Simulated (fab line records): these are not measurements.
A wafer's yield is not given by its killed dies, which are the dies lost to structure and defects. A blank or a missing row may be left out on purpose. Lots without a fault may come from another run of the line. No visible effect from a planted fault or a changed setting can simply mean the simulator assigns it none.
Chamber matching | flow n5 finfet | rie diel-01 running N5_BEOL_M0_TRENCH_ETCH_107: 4 sister chambers
The step etches SiOC in C4F6/O2, target depth 32.8 nm, time 16.4 s. 4 wafers are shown with their chamber, then 11 later ones without.

WAFERS WITH THEIR CHAMBER
wafer  | chamber | rf vpp V (V)
L079.5 | 0       | 628
L086.2 | 3       | 689
L086.3 | 2       | 693
L090.3 | 1       | 713

WAFERS WHOSE CHAMBER IS MISSING
wafer  | rf vpp V (V)
L090.4 | 692
L090.6 | 712
L093.2 | 692
L093.3 | 630
L093.6 | 712
L095.1 | 628
L095.2 | 689
L095.6 | 627
L097.4 | 627
L097.5 | 712
L097.6 | 694

CHAMBER TAKEN BY EACH
wafer  | from the rows above     | in truth
L090.4 | can't be placed: 2 or 3 | 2
L090.6 | 1                       | 1
L093.2 | can't be placed: 2 or 3 | 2
L093.3 | 0                       | 0
L093.6 | 1                       | 1
L095.1 | 0                       | 0
L095.2 | 3                       | 3
L095.6 | 0                       | 0
L097.4 | 0                       | 0
L097.5 | 1                       | 1
L097.6 | 2                       | 2
Correct placement for 9 of the 11. These rows do not allow placing 2 (true chamber among the candidates in 2). Number placed wrongly: 0.
How it was worked out, from the rows above alone: a wafer's distance from a chamber is the root of the sum, over the readings, of the square of ((its reading less the chamber's mean) divided by the reading's scatter). The wafer belongs to the nearest chamber; if the next one is less than 2 further off, it can't be placed. Each chamber's mean is taken over the wafers shown for it. The scatter (one wafer shown for each chamber): square how far every hidden wafer sits from the nearest shown wafer, average those squares and take the square root.
